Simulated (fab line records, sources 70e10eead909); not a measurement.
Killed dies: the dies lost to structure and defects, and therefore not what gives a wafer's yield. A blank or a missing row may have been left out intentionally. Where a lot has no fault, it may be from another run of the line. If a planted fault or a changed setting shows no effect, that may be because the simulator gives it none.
A struck lot beside a sound one | flow nand-harc | 14 out of 1302 route steps
Sound: wafers L113.2, L113.4, L113.6. Struck: wafer L124.6. (L124.4, L124.5 of the same lot were not struck and are left out.) The cause comes at the end.
For every step that has rows: the tool of each side, followed by ch and its chambers, followed by its first start. Under that, the readings that differ: sound wafers | struck wafers | difference of the means | sigmas: that difference in standard deviations of wafers without a fault.
alike: words and numbers the same on both sides, and readings whose means are apart by under 2 such deviations; not compared: readings that were withheld, readings missing a value for some wafer, numbers with overlapping values and no deviation given by the record, and bounds like >300 which may hide the same value.
A row with sigmas, a row that says differs or no value, or rows on one side alone: a step with any of these is where the two part. When numbers do not overlap yet have no deviation, they are printed without sigmas and do not part them. Lack of a reading on every wafer of one side parts them only where that side has two or more wafers.

NHARC_A_ONON_D2_THK_MEAS_14: measures by ellipsometry.
  sound: film-metro-02 at day 13 20:15; struck: film-metro-02 at day 18 03:59
  alike: thk-nm
then, 2 steps without rows for these wafers: NHARC_A_ONON_D2_ANNEAL_15 (time 3600 s); NHARC_A_ONON_D2_DEP_16 (target thk 1000 nm).
NHARC_A_ONON_D2_THK_MEAS_18: measures by ellipsometry.
  sound: film-metro-01 at day 14 03:49; struck: film-metro-02 at day 18 11:21
  alike: thk-nm
then, no rows for these wafers at 1 step: NHARC_A_ONON_D2_DEP_19 (target thk 1000 nm).
NHARC_A_ONON_D2_THK_MEAS_21: measures by ellipsometry.
  sound: film-metro-01 at day 14 04:24; struck: film-metro-01 at day 18 11:55
  alike: thk-nm
then, no rows for these wafers at 1 step: NHARC_A_ONON_D2_DEP_22 (target thk 1000 nm).
NHARC_A_ONON_D2_THK_MEAS_24: measures by ellipsometry.
  sound: film-metro-02 at day 14 04:58; struck: film-metro-02 at day 18 12:29
  reading     | sound       | struck | difference | sigmas
  thk-nm (nm) | 998 996 998 | 1021   | +24        | +2
then, no rows for these wafers at 1 step: NHARC_A_ONON_D2_DEP_25 (target thk 1000 nm).
NHARC_A_ONON_D2_THK_MEAS_27: measures by ellipsometry.
  sound: film-metro-02 at day 14 05:32; struck: film-metro-01 at day 18 13:03
  alike: thk-nm
then, no rows for these wafers at 1 step: NHARC_A_ONON_D2_DEP_28 (target thk 1000 nm).
NHARC_A_ONON_D2_THK_MEAS_30: measures by ellipsometry.
  sound: film-metro-02 at day 14 06:06; struck: film-metro-02 at day 18 13:37
  alike: thk-nm
NHARC_A_ONON_D2_DEP_33: deposits SiO2, target thk 200 nm.
  sound on pecvd-04 ch 0, day 14 06:37; struck on pecvd-01 ch 0, day 18 13:49
  reading                  | sound             | struck | difference | sigmas
  heater-power-outer-w (W) | 354 364 249       | 191    | -131       | -3
  heater-power-w (W)       | 583 595 451       | 431    | -112       | -2
  rf-fwd-power-W (W)       | 900.5 897.8 900.0 | 1254.2 | +354.8     | +99 or more
  showerhead-vpp-V (V)     | 1745 1736 1776    | 2505   | +753       | +5
  alike: throttle-valve-pct
NHARC_A_ONON_D2_THK_MEAS_34: measures by ellipsometry.
  sound: film-metro-02 at day 14 07:10; struck: film-metro-02 at day 18 14:05
  reading     | sound             | struck | difference | sigmas
  thk-nm (nm) | 196.0 196.2 197.9 | 220.8  | +24.1      | +8

WHERE THEY PART
Earliest at NHARC_A_ONON_D2_THK_MEAS_24; latest, in this record, at NHARC_A_ONON_D2_THK_MEAS_34.

WHY: whatever the simulator had introduced
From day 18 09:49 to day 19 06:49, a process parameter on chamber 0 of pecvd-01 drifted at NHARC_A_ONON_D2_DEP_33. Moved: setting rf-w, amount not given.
